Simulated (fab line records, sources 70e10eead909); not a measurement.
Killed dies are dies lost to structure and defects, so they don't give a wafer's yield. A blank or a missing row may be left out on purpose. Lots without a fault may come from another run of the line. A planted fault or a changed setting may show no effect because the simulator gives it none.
A struck lot beside a sound one | flow nand_harc | 13 steps out of a route of 1302
Sound: wafers L673.3, L673.5, L673.6. Struck: wafers L686.2, L686.3, L686.6. The cause comes at the end.
At each step with rows: each side's tool, then ch and its chambers, then its first start. Under that, the readings that differ: sound wafers | struck wafers | difference of the means | sigmas: that difference in standard deviations of wafers without a fault.
alike: readings whose means differ by less than 2 such deviations, and words and numbers that are the same on both sides. not compared: withheld readings, readings that some wafer has no value for, bounds like >300 that may hide the same value, and numbers for which the record gives no deviation and whose values overlap.
The two part at a step that has a row with sigmas, a row that says differs or no value, or rows on one side only. Numbers that don't overlap but have no deviation are shown without sigmas and don't part them. A reading that every wafer of one side lacks parts them only if that side has two wafers or more.

NHARC_P_CONTACT_CD_MEAS_19:
  sound on cd_sem-01, day 6 13:50; struck on cd_sem-03, day 12 05:28
  alike: cd_nm
NHARC_P_CONTACT_STRIP_28: strips in O2.
  sound on rie_diel-05 ch 0,1, day 6 13:55; struck on rie_diel-03 ch 0,1,3, day 12 05:33
  alike: drypump_motor_current_A, oes_product_au, rf_vpp_V, showerhead_plenum_p_Torr, throttle_valve_pct
  not compared: rf_hours_counter_h
then, 1 step without rows for these wafers: NHARC_P_CONTACT_STRIP_29 (strips in post etch residue remover, time 1200 s).
NHARC_P_CONTACT_DEGAS_38: time 60 s.
  sound on pvd_sputter-03, day 6 14:34; struck on pvd_sputter-03, day 12 06:10
  alike: heater_power_w
then, 1 step without rows for these wafers: NHARC_P_CONTACT_PRE_CLEAN_39 (time 19.5 s).
NHARC_P_CONTACT_PVD_32: deposits Ti, target thk 5 nm, time 17.7 s.
  sound on pvd_sputter-03; struck on pvd_sputter-03
  alike: substrate_temp_c, throttle_valve_pct
then, 1 step without rows for these wafers: NHARC_P_CONTACT_ALD_22 (deposits TiN, target thk 3 nm, pulse time 1 s, ald cycles 150).
NHARC_P_CONTACT_CVD_23: deposits W, target thk 200 nm, time 557 s.
  sound on cvd_w-02 ch 0,1; struck on cvd_w-01 ch 0,1
  alike: heater_power_outer_w, heater_power_w, throttle_valve_pct
NHARC_P_CONTACT_CMP_24: polishes, t overpolish 30 s, target thk 200 nm.
  sound on cmp-04 ch 2,3, day 6 15:38; struck on cmp-03 ch 0,2,3, day 12 07:50
  alike: motor_current_A, overpolish_run_s, time_to_endpoint_s
then, 1 step without rows for these wafers: NHARC_P_CONTACT_SRD_26.
NHARC_P_CONTACT_INSPECT_27:
  sound on defect_inspect-02, day 6 16:02; struck on defect_inspect-01, day 12 08:11
  alike: raw_defect_count
NHARC_P_M0_DEP_00: deposits SiOC, target thk 150 nm.
  sound on pecvd-04 ch 0,1, day 6 16:12; struck on pecvd-03 ch 0,2, day 12 08:46
then, 1 step without rows for these wafers: NHARC_P_M0_DEHYDRATE_01 (time 120 s).

WHERE THEY PART
Nowhere in this record.

WHY: what the simulator had put in
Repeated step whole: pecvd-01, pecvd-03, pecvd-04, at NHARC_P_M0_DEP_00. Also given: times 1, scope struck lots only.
